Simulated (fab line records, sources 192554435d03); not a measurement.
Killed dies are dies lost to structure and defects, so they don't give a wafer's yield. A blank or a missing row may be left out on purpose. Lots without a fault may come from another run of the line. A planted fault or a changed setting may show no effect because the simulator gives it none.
Chamber matching | flow n5_finfet | N5_BEOL_M14_TRENCH_ETCH_34 on rie_diel-03: 4 sister chambers
The step etches SiO2 in C4F8/O2/Ar, target depth 556.65 nm, time 126.9 s. 16 wafers are shown with their chamber, then 8 later ones without.

WAFERS WITH THEIR CHAMBER
wafer  | chamber | rf_vpp_V (V) | showerhead_plenum_p_Torr (Torr) | throttle_valve_pct (%)
L076.1 | 2       | 2158         | 3.29                            | 30.93
L076.3 | 3       | 2185         | 3.49                            | 31.11
L076.6 | 0       | 2267         | 3.50                            | 31.20
L078.2 | 1       | 2273         | 3.67                            | 31.29
L078.4 | 1       | 2272         | 3.67                            | 31.28
L078.5 | 3       | 2185         | 3.49                            | 31.12
L080.1 | 3       | 2184         | 3.48                            | 31.13
L080.2 | 2       | 2156         | 3.29                            | 30.92
L080.6 | 2       | 2156         | 3.29                            | 30.93
L082.2 | 0       | 2263         | 3.50                            | 31.18
L082.4 | 3       | 2186         | 3.48                            | 31.11
L082.6 | 0       | 2264         | 3.50                            | 31.19
L089.2 | 0       | 2264         | 3.49                            | 31.18
L089.4 | 2       | 2158         | 3.28                            | 30.94
L089.6 | 0       | 2265         | 3.49                            | 31.21
L092.2 | 1       | 2273         | 3.65                            | 31.32

SIGNATURES (means of the wafers above)
reading                  | chamber 0 | chamber 1 | chamber 2 | chamber 3 | scatter within a chamber
rf_vpp_V                 | 2264.60   | 2272.67   | 2157.00   | 2185.00   | 1.15
showerhead_plenum_p_Torr | 3.4960    | 3.6633    | 3.2875    | 3.4850    | 0.00684
throttle_valve_pct       | 31.1920   | 31.2967   | 30.9300   | 31.1175   | 0.013
Rule: a wafer's distance from a chamber is the root of the sum, over the readings, of the square of ((its reading less the chamber's mean) divided by the reading's scatter). The wafer belongs to the nearest chamber; if the next one is less than 2 further off, it can't be placed. The scatter: the root of (the sum of the squares of (reading less its chamber's mean) over the shown wafers, divided by (wafers less chambers)).

WAFERS WITHOUT THEIR CHAMBER
wafer  | rf_vpp_V (V) | showerhead_plenum_p_Torr (Torr) | throttle_valve_pct (%)
L092.5 | 2183         | 3.47                            | 31.10
L092.6 | 2156         | 3.27                            | 30.93
L093.3 | 2265         | 3.49                            | 30.98
L093.4 | 2184         | 3.47                            | 31.13
L093.5 | 2156         | 3.27                            | 30.96
L094.4 | 2156         | 3.27                            | 30.95
L094.5 | 2155         | 3.27                            | 30.95
L094.6 | 2183         | 3.47                            | 31.13

WHICH CHAMBER EACH WENT THROUGH
wafer  | from the rows above | in truth
L092.5 | 3                   | 3
L092.6 | 2                   | 2
L093.3 | 0                   | 0
L093.4 | 3                   | 3
L093.5 | 2                   | 2
L094.4 | 2                   | 2
L094.5 | 2                   | 2
L094.6 | 3                   | 3
Placed correctly: 8 of 8. Can't be placed from these rows: 0. Placed wrongly: 0.
